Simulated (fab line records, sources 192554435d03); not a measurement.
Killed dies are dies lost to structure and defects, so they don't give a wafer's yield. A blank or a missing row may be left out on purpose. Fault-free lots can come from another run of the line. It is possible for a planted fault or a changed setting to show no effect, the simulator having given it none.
Split-lot study :: flow n5 finfet :: route with 1938 steps; 7 lots, 21 wafers read

== SPLIT DETAILS ==
At N5_BEOL_M9_TRENCH_ETCH_37 (etches SiCOH lowk in C4F6/O2, target depth 151.43 nm, time 49 s), the setting bias w was moved away from the recipe's 185 W on 10 of the 21 wafers read, by -15.9% to +7.1%. This setting was run at the recipe's value on the other wafers.

The reading is taken at the split's own step.

== THE READING ==
rf vpp V, in V, at N5_BEOL_M9_TRENCH_ETCH_37 (etches SiCOH lowk in C4F6/O2, target depth 151.43 nm, time 49 s). Fault-free wafers of this fab line usually give 668 V, standard deviation 5.1 V.

wafer: L076.1
tool, chamber at the split: rie diel-03, 0
bias w as run, W: 168.6
against the recipe: -8.9%
rf vpp V, V: 626
against lot-mates on the recipe: -48

wafer: L076.2
tool, chamber at the split: rie diel-03, 3
bias w as run, W: 168.6
against the recipe: -8.9%
rf vpp V, V: 620
against lot-mates on the recipe: -54

wafer: L076.4
tool, chamber at the split: rie diel-03, 0
bias w as run, W: 185
against the recipe: recipe
rf vpp V, V: 674
against lot-mates on the recipe: -

wafer: L083.1
tool, chamber at the split: rie diel-01, 1
bias w as run, W: 185
against the recipe: recipe
rf vpp V, V: 670
against lot-mates on the recipe: -

wafer: L083.3
tool, chamber at the split: rie diel-01, 2
bias w as run, W: 198.1
against the recipe: +7.1%
rf vpp V, V: 702
against lot-mates on the recipe: +32

wafer: L083.4
tool, chamber at the split: rie diel-01, 0
bias w as run, W: 185
against the recipe: recipe
rf vpp V, V: 669
against lot-mates on the recipe: -

wafer: L088.3
tool, chamber at the split: rie diel-01, 0
bias w as run, W: 185
against the recipe: recipe
rf vpp V, V: 668
against lot-mates on the recipe: -

wafer: L088.5
tool, chamber at the split: rie diel-01, 0
bias w as run, W: 185
against the recipe: recipe
rf vpp V, V: 668
against lot-mates on the recipe: -

wafer: L088.6
tool, chamber at the split: rie diel-01, 1
bias w as run, W: 159.1
against the recipe: -14.0%
rf vpp V, V: 594
against lot-mates on the recipe: -74

wafer: L089.1
tool, chamber at the split: rie diel-01, 1
bias w as run, W: 185
against the recipe: recipe
rf vpp V, V: 669
against lot-mates on the recipe: -

wafer: L089.2
tool, chamber at the split: rie diel-01, 2
bias w as run, W: 185
against the recipe: recipe
rf vpp V, V: 666
against lot-mates on the recipe: -

wafer: L089.5
tool, chamber at the split: rie diel-01, 2
bias w as run, W: 185
against the recipe: recipe
rf vpp V, V: 665
against lot-mates on the recipe: -

wafer: L090.1
tool, chamber at the split: rie diel-03, 0
bias w as run, W: 155.6
against the recipe: -15.9%
rf vpp V, V: 587
against lot-mates on the recipe: -76

wafer: L090.3
tool, chamber at the split: rie diel-03, 1
bias w as run, W: 185
against the recipe: recipe
rf vpp V, V: 666
against lot-mates on the recipe: -

wafer: L090.4
tool, chamber at the split: rie diel-03, 2
bias w as run, W: 185
against the recipe: recipe
rf vpp V, V: 660
against lot-mates on the recipe: -

wafer: L093.1
tool, chamber at the split: rie diel-02, 1
bias w as run, W: 185
against the recipe: recipe
rf vpp V, V: 664
against lot-mates on the recipe: -

wafer: L093.3
tool, chamber at the split: rie diel-02, 2
bias w as run, W: 194.4
against the recipe: +5.1%
rf vpp V, V: 686
against lot-mates on the recipe: +22

wafer: L093.5
tool, chamber at the split: rie diel-02, 3
bias w as run, W: 194.4
against the recipe: +5.1%
rf vpp V, V: 698
against lot-mates on the recipe: +34

wafer: L096.1
tool, chamber at the split: rie diel-02, 2
bias w as run, W: 159.4
against the recipe: -13.8%
rf vpp V, V: 586
against lot-mates on the recipe: no lot-mate on the recipe

wafer: L096.2
tool, chamber at the split: rie diel-02, 1
bias w as run, W: 159.4
against the recipe: -13.8%
rf vpp V, V: 591
against lot-mates on the recipe: no lot-mate on the recipe

wafer: L096.3
tool, chamber at the split: rie diel-02, 0
bias w as run, W: 159.4
against the recipe: -13.8%
rf vpp V, V: 591
against lot-mates on the recipe: no lot-mate on the recipe

THE FIT
A straight line over all 21 wafers: rf vpp V changes by +5.29 V for each +1% of bias w; r = +0.99; the points scatter about the line by 4.3 V.
The same after taking each lot's own level away (the mean of its wafers on the recipe; 18 wafers): +5.16 V for each +1%; r = +0.99; scatter 3.8 V.
Per that fit: largest bias w move, reading shift of 82 V.
The lots' own levels span 663.0 to 674.0 V, that is 2.2 times the standard deviation above.
The two slopes agree, so the slope changes little with the lot-to-lot level.
Check: -86 V against its lot-mates is what the line predicts for one of the wafers moved furthest among these (-15.9%) when that wafer is left out of the fit. Against them it came out at -76 V.
Tool readings at the split's step, against how far the setting was moved: rf vpp V r = +0.99.

== FURTHER SPLITS ON THESE WAFERS ==
Other splits were also applied to these wafers ahead of the reading. Each is held against what the fit with the lots' levels taken away leaves over:
other split on the same wafers: N5_BEOL_M8_TRENCH_ETCH_37 source w
wafers away from the commonest value: 8
r with rf vpp V (lot level and that fit taken away): +0.22

== FILE'S OWN FIT ==
rf vpp V changes by +5.1 V for each +1% of bias w, r = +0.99.
